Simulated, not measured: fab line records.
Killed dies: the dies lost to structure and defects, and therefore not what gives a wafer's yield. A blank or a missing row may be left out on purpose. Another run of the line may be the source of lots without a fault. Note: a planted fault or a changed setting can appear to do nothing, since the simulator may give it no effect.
Matching of chambers    flow n5_finfet    N5_DUMMY_GATE_STRIP_41 on rie_diel-01 has 4 sister chambers
The step strips in O2. 16 wafers are shown with their chamber, then 8 later ones without.

## WAFERS, EACH WITH ITS CHAMBER
wafer   chamber  drypump_motor_current_A (A)  throttle_valve_pct (%)  showerhead_plenum_p_Torr (Torr)
L077.2  0        5.05                         16.75                   2.14
L077.3  1        5.59                         16.73                   2.18
L077.6  3        5.68                         16.29                   2.03
L078.2  3        5.66                         16.27                   2.03
L078.5  3        5.64                         16.27                   2.03
L078.6  2        5.69                         16.79                   2.09
L081.1  0        5.07                         16.80                   2.13
L081.3  3        5.65                         16.27                   2.03
L081.6  2        5.69                         16.80                   2.09
L083.1  2        5.68                         16.83                   2.08
L083.3  1        5.61                         16.74                   2.17
L083.5  0        5.06                         16.78                   2.13
L084.1  0        5.07                         16.77                   2.13
L084.2  2        5.68                         16.82                   2.08
L084.5  2        5.68                         16.80                   2.08
L093.3  3        5.69                         16.33                   2.02

SIGNATURES, as means of the wafers listed above
reading                   chamber 0  chamber 1  chamber 2  chamber 3  scatter within a chamber
drypump_motor_current_A   5.0625     5.6000     5.6840     5.6640     0.0139
throttle_valve_pct        16.7750    16.7350    16.8080    16.2860    0.0207
showerhead_plenum_p_Torr  2.1325     2.1750     2.0840     2.0280     0.0052
Rule: for each reading, subtract the chamber's mean from the wafer's reading, divide by that reading's scatter and square the result; add these up over the readings and take the root, which gives the wafer's distance from the chamber. The wafer belongs to the nearest chamber; if the next one is less than 2 further off, it can't be placed. How the scatter is found: for the shown wafers, subtract from each reading the mean of its chamber, square and add these, divide the total by (wafers less chambers), then take the root.

## WAFERS WITH NO CHAMBER GIVEN
wafer   drypump_motor_current_A (A)  throttle_valve_pct (%)  showerhead_plenum_p_Torr (Torr)
L093.5  5.56                         16.76                   2.17
L093.6  5.08                         16.80                   2.13
L094.1  5.58                         16.75                   2.17
L094.2  5.06                         16.82                   2.13
L094.4  5.68                         16.34                   2.02
L097.2  5.68                         16.33                   2.02
L097.4  5.68                         16.86                   2.08
L097.6  5.70                         16.85                   2.08

## THE CHAMBER EACH PASSED THROUGH
wafer   from the rows above  in truth
L093.5  1                    1
L093.6  0                    0
L094.1  1                    1
L094.2  0                    0
L094.4  3                    3
L097.2  3                    3
L097.4  2                    2
L097.6  2                    2
8 of 8 placed correctly. Can't be placed from these rows: 0. Number placed wrongly: 0.
